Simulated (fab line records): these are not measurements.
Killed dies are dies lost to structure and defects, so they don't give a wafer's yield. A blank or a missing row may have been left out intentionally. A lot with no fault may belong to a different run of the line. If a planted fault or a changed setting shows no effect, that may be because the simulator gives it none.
Split-lot trial / flow n5-finfet / route with 1938 steps; 7 lots, 39 wafers read

== SPLIT DETAILS ==
At N5_MIM_TOP_SPUTTER_03 (material TiN, target thk 35 nm, time 89.7 s), the setting time-s was moved away from the recipe's 89.7 s on 15 of the 39 wafers read, by -39.1% to +38.5%. All remaining wafers had this setting at the recipe value.

The reading comes from the split's own step.

== THE READING ==
TiN_of_MIM_TOP_SPUTTER_03.thk-nm (the simulator's own value, which no gauge read), in nm, at N5_MIM_TOP_SPUTTER_03 (material TiN, target thk 35 nm, time 89.7 s). There is no usual value for it anywhere in the file. The 24 wafers here that ran the recipe average 35.0 nm, standard deviation 0.39 nm.

wafer=L074.1; tool, chamber at the split=pvd-sputter-03, -; time-s as run, s=89.7; against the recipe=recipe; TiN_of_MIM_TOP_SPUTTER_03.thk-nm, nm=34.4; against lot-mates on the recipe=-
wafer=L074.2; tool, chamber at the split=pvd-sputter-03, -; time-s as run, s=67.66; against the recipe=-24.6%; TiN_of_MIM_TOP_SPUTTER_03.thk-nm, nm=26.2; against lot-mates on the recipe=-8.5
wafer=L074.5; tool, chamber at the split=pvd-sputter-03, -; time-s as run, s=67.66; against the recipe=-24.6%; TiN_of_MIM_TOP_SPUTTER_03.thk-nm, nm=26.2; against lot-mates on the recipe=-8.5
wafer=L074.3; tool, chamber at the split=pvd-sputter-03, -; time-s as run, s=89.7; against the recipe=recipe; TiN_of_MIM_TOP_SPUTTER_03.thk-nm, nm=34.8; against lot-mates on the recipe=-
wafer=L074.6; tool, chamber at the split=pvd-sputter-03, -; time-s as run, s=89.7; against the recipe=recipe; TiN_of_MIM_TOP_SPUTTER_03.thk-nm, nm=34.8; against lot-mates on the recipe=-
wafer=L074.4; tool, chamber at the split=pvd-sputter-03, -; time-s as run, s=67.66; against the recipe=-24.6%; TiN_of_MIM_TOP_SPUTTER_03.thk-nm, nm=26; against lot-mates on the recipe=-8.7
wafer=L077.1; tool, chamber at the split=pvd-sputter-01, -; time-s as run, s=89.7; against the recipe=recipe; TiN_of_MIM_TOP_SPUTTER_03.thk-nm, nm=35.4; against lot-mates on the recipe=-
wafer=L077.2; tool, chamber at the split=pvd-sputter-01, -; time-s as run, s=121.6; against the recipe=+35.6%; TiN_of_MIM_TOP_SPUTTER_03.thk-nm, nm=48.2; against lot-mates on the recipe=+13.0
wafer=L077.5; tool, chamber at the split=pvd-sputter-01, -; time-s as run, s=121.6; against the recipe=+35.6%; TiN_of_MIM_TOP_SPUTTER_03.thk-nm, nm=48.2; against lot-mates on the recipe=+13.0
wafer=L077.3; tool, chamber at the split=pvd-sputter-01, -; time-s as run, s=121.6; against the recipe=+35.6%; TiN_of_MIM_TOP_SPUTTER_03.thk-nm, nm=47.6; against lot-mates on the recipe=+12.4
wafer=L077.4; tool, chamber at the split=pvd-sputter-01, -; time-s as run, s=89.7; against the recipe=recipe; TiN_of_MIM_TOP_SPUTTER_03.thk-nm, nm=35; against lot-mates on the recipe=-
wafer=L077.6; tool, chamber at the split=pvd-sputter-01, -; time-s as run, s=89.7; against the recipe=recipe; TiN_of_MIM_TOP_SPUTTER_03.thk-nm, nm=35.2; against lot-mates on the recipe=-
wafer=L083.1; tool, chamber at the split=pvd-sputter-01, -; time-s as run, s=124.2; against the recipe=+38.5%; TiN_of_MIM_TOP_SPUTTER_03.thk-nm, nm=48; against lot-mates on the recipe=+13.4
wafer=L083.2; tool, chamber at the split=pvd-sputter-01, -; time-s as run, s=89.7; against the recipe=recipe; TiN_of_MIM_TOP_SPUTTER_03.thk-nm, nm=34.4; against lot-mates on the recipe=-
wafer=L083.3; tool, chamber at the split=pvd-sputter-01, -; time-s as run, s=124.2; against the recipe=+38.5%; TiN_of_MIM_TOP_SPUTTER_03.thk-nm, nm=48.6; against lot-mates on the recipe=+14.0
wafer=L083.4; tool, chamber at the split=pvd-sputter-01, -; time-s as run, s=124.2; against the recipe=+38.5%; TiN_of_MIM_TOP_SPUTTER_03.thk-nm, nm=48.2; against lot-mates on the recipe=+13.6
wafer=L083.5; tool, chamber at the split=pvd-sputter-01, -; time-s as run, s=89.7; against the recipe=recipe; TiN_of_MIM_TOP_SPUTTER_03.thk-nm, nm=34.6; against lot-mates on the recipe=-
wafer=L083.6; tool, chamber at the split=pvd-sputter-01, -; time-s as run, s=89.7; against the recipe=recipe; TiN_of_MIM_TOP_SPUTTER_03.thk-nm, nm=34.8; against lot-mates on the recipe=-
wafer=L091.1; tool, chamber at the split=pvd-sputter-03, -; time-s as run, s=89.7; against the recipe=recipe; TiN_of_MIM_TOP_SPUTTER_03.thk-nm, nm=35; against lot-mates on the recipe=-
wafer=L091.2; tool, chamber at the split=pvd-sputter-03, -; time-s as run, s=89.7; against the recipe=recipe; TiN_of_MIM_TOP_SPUTTER_03.thk-nm, nm=35; against lot-mates on the recipe=-
wafer=L091.3; tool, chamber at the split=pvd-sputter-03, -; time-s as run, s=54.62; against the recipe=-39.1%; TiN_of_MIM_TOP_SPUTTER_03.thk-nm, nm=21; against lot-mates on the recipe=-13.9
wafer=L091.4; tool, chamber at the split=pvd-sputter-03, -; time-s as run, s=54.62; against the recipe=-39.1%; TiN_of_MIM_TOP_SPUTTER_03.thk-nm, nm=21.6; against lot-mates on the recipe=-13.3
wafer=L091.5; tool, chamber at the split=pvd-sputter-03, -; time-s as run, s=89.7; against the recipe=recipe; TiN_of_MIM_TOP_SPUTTER_03.thk-nm, nm=34.8; against lot-mates on the recipe=-
wafer=L091.6; tool, chamber at the split=pvd-sputter-03, -; time-s as run, s=54.62; against the recipe=-39.1%; TiN_of_MIM_TOP_SPUTTER_03.thk-nm, nm=21.4; against lot-mates on the recipe=-13.5
wafer=L093.3; tool, chamber at the split=pvd-sputter-03, -; time-s as run, s=89.7; against the recipe=recipe; TiN_of_MIM_TOP_SPUTTER_03.thk-nm, nm=35.6; against lot-mates on the recipe=-
wafer=L093.4; tool, chamber at the split=pvd-sputter-03, -; time-s as run, s=89.7; against the recipe=recipe; TiN_of_MIM_TOP_SPUTTER_03.thk-nm, nm=35.8; against lot-mates on the recipe=-
wafer=L093.5; tool, chamber at the split=pvd-sputter-03, -; time-s as run, s=89.7; against the recipe=recipe; TiN_of_MIM_TOP_SPUTTER_03.thk-nm, nm=35; against lot-mates on the recipe=-
wafer=L094.1; tool, chamber at the split=pvd-sputter-02, -; time-s as run, s=89.7; against the recipe=recipe; TiN_of_MIM_TOP_SPUTTER_03.thk-nm, nm=34.4; against lot-mates on the recipe=-
wafer=L094.2; tool, chamber at the split=pvd-sputter-02, -; time-s as run, s=67.77; against the recipe=-24.4%; TiN_of_MIM_TOP_SPUTTER_03.thk-nm, nm=25.8; against lot-mates on the recipe=-8.8
wafer=L094.3; tool, chamber at the split=pvd-sputter-02, -; time-s as run, s=89.7; against the recipe=recipe; TiN_of_MIM_TOP_SPUTTER_03.thk-nm, nm=34.6; against lot-mates on the recipe=-
wafer=L094.4; tool, chamber at the split=pvd-sputter-02, -; time-s as run, s=89.7; against the recipe=recipe; TiN_of_MIM_TOP_SPUTTER_03.thk-nm, nm=34.8; against lot-mates on the recipe=-
wafer=L094.5; tool, chamber at the split=pvd-sputter-02, -; time-s as run, s=67.77; against the recipe=-24.4%; TiN_of_MIM_TOP_SPUTTER_03.thk-nm, nm=25.6; against lot-mates on the recipe=-9.0
wafer=L094.6; tool, chamber at the split=pvd-sputter-02, -; time-s as run, s=67.77; against the recipe=-24.4%; TiN_of_MIM_TOP_SPUTTER_03.thk-nm, nm=26; against lot-mates on the recipe=-8.6
wafer=L096.1; tool, chamber at the split=pvd-sputter-02, -; time-s as run, s=89.7; against the recipe=recipe; TiN_of_MIM_TOP_SPUTTER_03.thk-nm, nm=35.2; against lot-mates on the recipe=-
wafer=L096.2; tool, chamber at the split=pvd-sputter-02, -; time-s as run, s=89.7; against the recipe=recipe; TiN_of_MIM_TOP_SPUTTER_03.thk-nm, nm=35.2; against lot-mates on the recipe=-
wafer=L096.5; tool, chamber at the split=pvd-sputter-02, -; time-s as run, s=89.7; against the recipe=recipe; TiN_of_MIM_TOP_SPUTTER_03.thk-nm, nm=35.2; against lot-mates on the recipe=-
wafer=L096.3; tool, chamber at the split=pvd-sputter-02, -; time-s as run, s=89.7; against the recipe=recipe; TiN_of_MIM_TOP_SPUTTER_03.thk-nm, nm=35.6; against lot-mates on the recipe=-
wafer=L096.6; tool, chamber at the split=pvd-sputter-02, -; time-s as run, s=89.7; against the recipe=recipe; TiN_of_MIM_TOP_SPUTTER_03.thk-nm, nm=35.6; against lot-mates on the recipe=-
wafer=L096.4; tool, chamber at the split=pvd-sputter-02, -; time-s as run, s=89.7; against the recipe=recipe; TiN_of_MIM_TOP_SPUTTER_03.thk-nm, nm=35; against lot-mates on the recipe=-

FIT RESULTS
A straight line over all 39 wafers: TiN_of_MIM_TOP_SPUTTER_03.thk-nm changes by +0.356 nm for each +1% of time-s; r = +1.00; the points scatter about the line by 0.41 nm.
The same after taking each lot's own level away (the mean of its wafers on the recipe; 39 wafers): +0.354 nm for each +1%; r = +1.00; scatter 0.24 nm.
Per that fit: largest time-s move, reading shift of 14 nm.
Across the lots, their own levels run from 34.60 to 35.47 nm, a range of 2.2 times the standard deviation given above.
Hence the lot-to-lot level has little effect on the slope; both slopes agree.
Check: -13.8 nm against its lot-mates is what the line predicts for one of the wafers moved furthest among these (-39.1%) when that wafer is left out of the fit. Against them it came out at -13.9 nm.

== THE FILE'S OWN FIT ==
TiN_of_MIM_TOP_SPUTTER_03.thk-nm changes by +0.354 nm for each +1% of time-s, r = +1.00.
